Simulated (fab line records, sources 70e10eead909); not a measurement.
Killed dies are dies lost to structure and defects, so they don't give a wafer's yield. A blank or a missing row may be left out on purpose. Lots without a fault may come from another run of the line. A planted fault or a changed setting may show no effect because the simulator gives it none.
fab line records | flow nand_harc
record lots=11 wafers=33 last_day=33
route steps=1302 shown A_STAIRCASE@796
lots that met no fault: from a run of the same line without faults
start_h: hours from the record's first day to the start of the lot's first wafer shown | wait_h: hours since the lot's step before | " the same as in the row above | L1.1+2: a row that stands for several wafers | - no value, or no start given | * or withheld: withheld | < > ~ a bound
route shown NAME@n: a module of which the file shows steps, and the number in the route of the first | usual: mean/standard deviation of fault-free wafers | same: alike in all rows | chamber/n: place in a boat | sites: the reading at each site | _std_site: their standard deviation | _edge_site: outer sites' mean less inner sites' | radius_mm: how far each site lies from the wafer's centre | mask NAME#n: copy n | behind: the tool/chamber that last shaped the wafer | hold: why the lot was held/for how many hours/how that ended | device: the transistor (n, p or np) that didn't switch | end of line: the same wafers' tests at the end of the route | a step without rows: its recipe alone | killed: dies lost to structure and defects at the first sort, not the wafer's yield | map: a wafer's dies, x killed, . not, _ none there
set.NAME: the setting as run; set.NAME@STEP: as run at that earlier step | model.NAME: the simulator's own value behind a step, which no gauge read
steps of the route over a sample of lots; a table a step, a row a wafer
services: from which hour (start_h, from the record's first day; less than 0 if before it) a tool's chamber was out of use, for how many hours, and why
## steps
# step NHARC_A_STAIRCASE_DEP_280
# recipe target_thk_a=300 target_thk_nm=30 temp_c=400 pressure_torr=3.5 flow_sccm=200 rf_w=350 material=SiON
# usual chamber_pressure_Torr=3.500/0.0083 heater_power_w=711/66
# columns lot.wafer tool chamber start_h wait_h chamber_pressure_Torr heater_power_w
L812.2 pecvd-01 0 397.73 1.3 3.497 759
L812.4 " 1 " " 3.496 761
L812.6 " 0 " " 3.490 767
L814.1 pecvd-03 0 415.37 1.5 3.508 701
L814.3 " 2 " " 3.503 839
L814.6 " 2 " " 3.511 822
L817.2 pecvd-02 2 443.40 1.3 3.511 746
L817.4 " 0 " " 3.508 840
L817.5 " 1 " " 3.490 678
L818.2 pecvd-01 0 462.78 1.3 3.513 777
L818.6 " 1 " " 3.513 681
L818.5 " 0 " " 3.516 780
L819.1 pecvd-01 0 480.62 1.6 3.490 758
L819.2 " 1 " " 3.502 773
L819.5 " 0 " " 3.505 742
L821.2 pecvd-01 0 487.75 1.3 3.511 690
L821.1 " 1 " " 3.507 759
L821.3 " 2 " " 3.522 690
L820.3 pecvd-03 2 492.29 1.0 3.488 786
L820.5 " 2 " " 3.496 803
L820.4 " 1 " " 3.503 670
L822.3 pecvd-03 0 494.18 1.0 3.500 647
L822.1 " 1 " " 3.506 642
L822.4 " 0 " " 3.502 652
L825.2 pecvd-03 1 535.31 1.3 3.488 660
L825.5 " 0 " " 3.501 648
L825.4 " 1 " " 3.493 665
L832.3 pecvd-02 0 587.77 0.9 3.504 729
L832.1 " 2 " " 3.495 677
L832.4 " 2 " " 3.486 685
L833.2 pecvd-01 0 611.86 1.3 3.503 749
L833.6 " 1 " " 3.498 681
L833.4 " 2 " " 3.498 606
# step NHARC_A_STAIRCASE_HM_OPEN_463
# recipe o2_flow_sccm=400 cos_flow_sccm=20 ar_flow_sccm=0 rf_w=500 bias_w=300 chemistry=O2/COS
# usual chamber_pressure_mTorr=20.002/0.02 drypump_motor_current_A=5.5/0.51 o2_flow_sccm=400.0/1.1 oes_product_au=1.001/0.01 rf_vpp_V=467/3.6 showerhead_plenum_p_Torr=3.11/0.16 throttle_valve_pct=28.330/0.0099
# columns lot.wafer tool chamber start_h wait_h chamber_pressure_mTorr drypump_motor_current_A o2_flow_sccm oes_product_au rf_hours_counter_h rf_vpp_V showerhead_plenum_p_Torr throttle_valve_pct
L812.2 rie_diel-01 1 - - 20.035 6.2 399.2 0.998 7 465 2.99 28.333
L812.4 " 3 " " 20.031 5.4 399.6 1.015 8 466 3.00 28.339
L812.6 " 0 " " 19.994 6.0 399.4 1.000 - 467 3.09 28.325
L814.1 rie_diel-08 1 - - 19.983 4.9 401.0 0.996 16 468 3.13 28.337
L814.3 " 3 " " 20.042 5.2 398.9 0.983 8 471 3.34 28.324
L814.6 " 0 " " 19.999 5.1 400.0 1.001 - 465 3.00 28.336
L817.2 rie_diel-01 0 - - 19.999 6.0 400.7 1.013 16 467 3.09 28.335
L817.4 " 1 " " 20.010 6.3 399.5 1.014 18 463 2.98 28.322
L817.5 " 0 " " 20.027 6.0 402.5 1.021 - 466 3.09 28.324
L818.2 rie_diel-08 2 - - 20.013 4.8 398.1 0.983 42 463 2.97 28.339
L818.5 " 2 " " 20.006 4.8 399.0 0.995 - 464 2.97 28.313
L818.6 " 3 " " 19.968 5.2 399.1 0.992 - 470 3.33 28.334
L819.2 rie_diel-01 3 - - 20.073 5.3 401.3 0.997 27 464 2.99 28.337
L819.1 " 1 " " 20.020 6.3 399.9 1.000 32 464 2.98 28.342
L819.5 " 0 " " 20.001 6.0 401.6 1.009 - 467 3.08 28.332
L821.1 rie_diel-06 2 - - 20.001 4.8 400.3 1.009 1 473 3.37 28.338
L821.2 " 0 " " 20.044 5.6 398.8 0.999 1 474 3.37 28.324
L821.3 " 1 " " 20.018 5.2 399.5 1.000 1 471 3.32 28.348
L820.3 rie_diel-06 2 - - 19.987 4.8 399.4 1.000 2 472 3.37 28.347
L820.4 " 0 " " 20.001 5.6 401.2 0.989 1 474 3.37 28.336
L820.5 " 1 " " 20.027 5.2 400.8 0.995 - 471 3.31 28.337
L822.1 rie_diel-06 0 - - 19.991 5.6 399.2 0.998 2 471 3.37 28.322
L822.3 " 1 " " 19.994 5.2 400.2 0.988 3 472 3.31 28.331
L822.4 " 2 " " 19.962 4.8 399.6 0.995 3 473 3.37 28.338
L825.2 rie_diel-06 3 - - 20.033 5.0 398.7 1.012 18 462 2.91 28.327
L825.5 " 0 " " 20.017 5.7 400.9 1.005 - 473 3.36 28.318
L825.4 " 1 " " 19.995 5.2 400.2 0.985 - 472 3.31 28.319
L832.3 rie_diel-01 1 - - 20.038 6.3 401.0 1.001 11 465 2.96 28.339
L832.4 " 2 " " 19.986 6.1 401.0 1.003 11 466 3.17 28.338
L832.1 " 3 " " 20.006 5.3 398.6 1.010 10 464 2.98 28.321
L833.2 rie_diel-08 2 - - 19.999 4.8 402.3 1.006 18 464 2.95 28.353
L833.4 " 3 " " 20.003 5.2 400.6 1.000 21 470 3.31 28.307
L833.6 " 2 " " 20.000 4.8 401.3 1.001 - 463 2.95 28.318
# step NHARC_A_STAIRCASE_ETCH_453
# recipe target_depth_a=300 overetch_a=30 time_s=16.5 ion_energy_ev=100 cf4_flow_sccm=80 o2_flow_sccm=20 ar_flow_sccm=0 rf_w=300 bias_w=100 chemistry=CF4/O2
# usual chamber_pressure_mTorr=30.003/0.03 drypump_motor_current_A=5.5/0.5 o2_flow_sccm=19.99/0.059 oes_f_703_au=1.000/0.0045 oes_product_au=1.000/0.011 rf_vpp_V=197.7/1.6 showerhead_plenum_p_Torr=1.33/0.07 throttle_valve_pct=13.398/0.0095
# columns lot.wafer tool chamber start_h wait_h chamber_pressure_mTorr drypump_motor_current_A o2_flow_sccm oes_f_703_au oes_product_au rf_hours_counter_h rf_vpp_V showerhead_plenum_p_Torr throttle_valve_pct
L812.2 rie_diel-01 2 404.63 - 30.024 6.0 19.94 1.008 0.982 2 197.3 1.37 13.398
L812.4 " 1 " " 30.038 6.2 20.02 1.001 0.999 8 196.9 1.28 13.390
L812.6 " 3 " " 29.990 5.3 20.11 1.001 1.015 - 195.6 1.28 13.399
L814.1 rie_diel-08 3 421.83 - 30.006 5.2 20.00 0.994 0.999 8 199.9 1.43 13.401
L814.3 " 0 " " 30.046 5.1 20.02 1.000 1.008 15 197.4 1.28 13.393
L814.6 " 2 " " 30.069 4.8 19.97 0.998 0.989 - 196.8 1.27 13.409
L817.2 rie_diel-01 0 449.90 - 30.007 6.0 19.97 1.009 0.998 16 197.3 1.32 13.399
L817.4 " 2 " " 30.031 6.0 19.90 1.004 0.977 12 197.5 1.36 13.393
L817.5 " 1 " " 29.990 6.2 19.97 0.994 1.000 - 195.3 1.27 13.408
L818.2 rie_diel-08 0 471.28 - 30.046 5.1 20.04 1.007 0.995 31 196.9 1.28 13.396
L818.6 " 0 " " 29.932 5.1 20.07 1.000 0.992 - 196.0 1.28 13.401
L818.5 " 2 " " 29.949 4.8 20.03 1.002 0.990 - 195.9 1.27 13.394
L819.2 rie_diel-01 2 490.58 - 30.008 6.1 19.97 1.001 0.984 23 199.4 1.36 13.407
L819.1 " 3 " " 29.979 5.3 19.97 1.004 1.005 27 197.9 1.28 13.395
L819.5 " 2 " " 30.071 6.1 20.00 1.001 0.993 - 198.4 1.36 13.396
L821.2 rie_diel-06 1 497.06 - 30.032 5.1 19.99 1.002 0.997 1 200.5 1.42 13.400
L821.1 " 2 " " 29.964 4.8 20.06 0.995 1.009 1 199.7 1.45 13.395
L821.3 " 3 " " 30.017 5.0 19.91 0.999 1.017 1 196.7 1.25 13.386
L820.4 rie_diel-06 3 498.85 - 30.040 5.0 19.94 1.000 1.011 1 196.4 1.25 13.384
L820.3 " 1 " " 30.051 5.2 19.93 1.008 0.994 1 199.2 1.42 13.396
L820.5 " 3 " " 29.990 5.0 19.94 0.995 1.011 - 196.4 1.25 13.394
L822.1 rie_diel-06 0 504.39 - 29.936 5.6 19.96 0.995 1.000 2 200.1 1.45 13.398
L822.3 " 1 " " 29.992 5.1 19.95 0.996 0.996 3 200.2 1.42 13.396
L822.4 " 2 " " 29.965 4.8 19.94 1.008 1.009 3 200.5 1.45 13.407
L825.2 rie_diel-06 1 543.39 - 29.992 5.2 19.97 1.000 0.944 20 198.7 1.42 13.401
L825.4 " 1 " " 30.005 5.2 19.90 0.995 0.950 - 199.1 1.42 13.402
L825.5 " 0 " " 30.028 5.6 20.01 0.995 1.019 - 200.9 1.44 13.414
L832.4 rie_diel-01 0 595.23 - 30.005 6.0 20.03 0.999 0.994 10 198.6 1.31 13.400
L832.1 " 1 " " 30.014 6.3 20.07 1.004 1.012 11 195.0 1.26 13.415
L832.3 " 2 " " 29.988 6.0 20.05 1.006 0.996 11 198.0 1.36 13.391
L833.2 rie_diel-08 2 620.66 - 30.037 4.8 19.99 1.001 1.006 18 197.5 1.26 13.372
L833.4 " 3 " " 30.015 5.1 20.12 0.991 0.997 21 198.7 1.42 13.399
L833.6 " 1 " " 29.986 4.9 20.06 1.000 0.987 - 196.2 1.32 13.390
# step NHARC_A_STAIRCASE_STRIP_316
# recipe o2_flow_sccm=500 ar_flow_sccm=0 bias_w=0 chemistry=O2
# usual chamber_pressure_mTorr=60.00/0.06 drypump_motor_current_A=5.5/0.51 o2_flow_sccm=499.9/1.3 oes_product_au=1.000/0.0095 rf_vpp_V=57.7/0.95 showerhead_plenum_p_Torr=3.51/0.18 throttle_valve_pct=17.036/0.0078
# columns lot.wafer tool chamber start_h wait_h chamber_pressure_mTorr drypump_motor_current_A o2_flow_sccm oes_product_au rf_hours_counter_h rf_vpp_V showerhead_plenum_p_Torr throttle_valve_pct
L812.4 rie_diel-01 3 - - 59.91 5.3 501.9 1.002 8 56.9 3.39 17.028
L812.2 " 0 " " 60.09 6.0 499.2 0.996 8 56.2 3.50 17.030
L812.6 " 3 " " 59.98 5.3 499.5 0.999 - 57.9 3.39 17.039
L814.3 rie_diel-08 0 - - 60.08 5.1 498.0 1.001 15 56.2 3.39 17.043
L814.1 " 1 " " 59.89 4.9 498.9 1.001 16 56.4 3.54 17.033
L814.6 " 2 " " 60.04 4.8 499.5 1.001 - 57.2 3.37 17.021
L817.2 rie_diel-01 3 - - 60.00 5.3 499.3 1.000 16 56.3 3.39 17.023
L817.4 " 2 " " 60.06 6.1 500.6 0.988 13 57.1 3.60 17.030
L817.5 " 3 " " 60.01 5.4 498.5 1.011 - 56.7 3.39 17.035
L818.2 rie_diel-08 3 - - 59.94 5.2 499.3 0.989 29 58.4 3.76 17.045
L818.6 " 3 " " 59.91 5.2 499.3 0.999 - 57.2 3.76 17.035
L818.5 " 0 " " 59.98 5.1 499.3 0.995 - 56.7 3.39 17.038
L819.1 rie_diel-01 0 - - 60.00 6.0 499.0 1.013 31 58.4 3.48 17.049
L819.2 " 1 " " 59.90 6.3 498.5 0.999 32 55.7 3.37 17.039
L819.5 " 0 " " 60.04 6.0 499.4 1.013 - 59.9 3.48 17.039
L821.3 rie_diel-06 1 - - 60.01 5.2 501.7 0.987 1 57.3 3.74 17.027
L821.1 " 3 " " 60.01 5.0 501.7 1.016 1 58.1 3.30 17.030
L821.2 " 0 " " 59.92 5.6 499.6 0.989 1 59.2 3.81 17.038
L820.3 rie_diel-06 1 - - 59.98 5.2 501.1 0.981 2 58.9 3.74 17.036
L820.4 " 2 " " 59.99 4.8 498.1 1.003 2 56.4 3.81 17.033
L820.5 " 2 " " 59.96 4.8 498.6 0.999 - 58.9 3.81 17.036
L822.4 rie_diel-06 2 - - 60.00 4.8 497.8 1.007 3 58.6 3.81 17.020
L822.1 " 3 " " 60.01 5.0 500.0 1.009 3 56.6 3.30 17.024
L822.3 " 1 " " 59.98 5.2 500.2 0.983 3 57.8 3.74 17.033
L825.2 rie_diel-06 1 - - 59.92 5.1 499.3 0.984 21 57.3 3.73 17.039
L825.5 " 3 " " 60.00 5.0 498.6 1.021 - 57.4 3.29 17.033
L825.4 " 0 " " 60.05 5.6 501.1 0.999 - 59.2 3.80 17.034
L832.4 rie_diel-01 3 - - 59.96 5.3 499.9 1.007 10 57.4 3.36 17.035
L832.3 " 0 " " 59.91 6.0 499.3 0.997 10 57.8 3.46 17.032
L832.1 " 2 " " 60.01 6.0 501.6 0.993 11 58.5 3.58 17.034
L833.2 rie_diel-08 2 - - 59.90 4.8 501.3 1.008 19 58.2 3.33 17.058
L833.4 " 3 " " 59.96 5.2 499.3 0.998 22 59.2 3.74 17.041
L833.6 " 0 " " 59.99 5.1 499.9 1.003 - 56.8 3.36 17.045
## services
# columns tool chamber start_h hours kind
rie_diel-01 - 380.84 9.0 pm
rie_diel-01 0 380.84 9.0 vent_cycle
rie_diel-01 1 380.84 9.0 vent_cycle
rie_diel-01 2 380.84 9.0 vent_cycle
rie_diel-01 3 380.84 9.0 vent_cycle
rie_diel-06 0 389.79 - clean
rie_diel-06 1 389.79 - clean
rie_diel-06 2 396.28 6.9 repair
pecvd-02 - 408.10 13.0 pm
pecvd-03 - 410.01 1.5 repair
pecvd-01 0 410.06 5.1 repair
pecvd-01 - 417.89 5.8 repair
rie_diel-06 - 484.27 9.0 pm
rie_diel-08 3 484.52 13.7 repair
pecvd-01 - 492.18 13.0 pm
pecvd-02 - 493.86 0.6 repair
rie_diel-08 0 500.86 19.0 repair
rie_diel-06 1 513.87 7.6 repair
rie_diel-08 3 522.70 4.1 repair
pecvd-03 2 542.28 12.3 repair
pecvd-03 - 547.17 13.0 pm
rie_diel-08 - 547.30 9.0 pm
rie_diel-01 - 557.91 9.0 pm
pecvd-02 - 589.13 13.0 pm
## key
first_sign step=NHARC_A_STAIRCASE_ETCH_453 reading=oes_product_au direction=down sigmas=4.9 usual=1.000 struck=0.947
effect none on later readings
met_at NHARC_A_STAIRCASE_ETCH_453
struck_lots L825
struck_wafers L825.2,L825.4
tester_left_out L825
not_acting_at NHARC_A_STAIRCASE_DEP_280,NHARC_A_STAIRCASE_HM_OPEN_463,NHARC_A_STAIRCASE_STRIP_316
onset_between 504.39 543.39
fault kind=process_parameter_drift tool=rie_diel-06 chamber=1 onset_h=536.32 steps=NHARC_A_STAIRCASE_ETCH_453 channel=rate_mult offset=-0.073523 shape=step end_h=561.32
# tester_left_out: of these lots the tester's yield and bins aren't shown, on N5 and GAA mostly nor the transistor test; their killed dies are dies lost to structure and defects alone, not to doping, threshold or leakage, so they don't give the yield
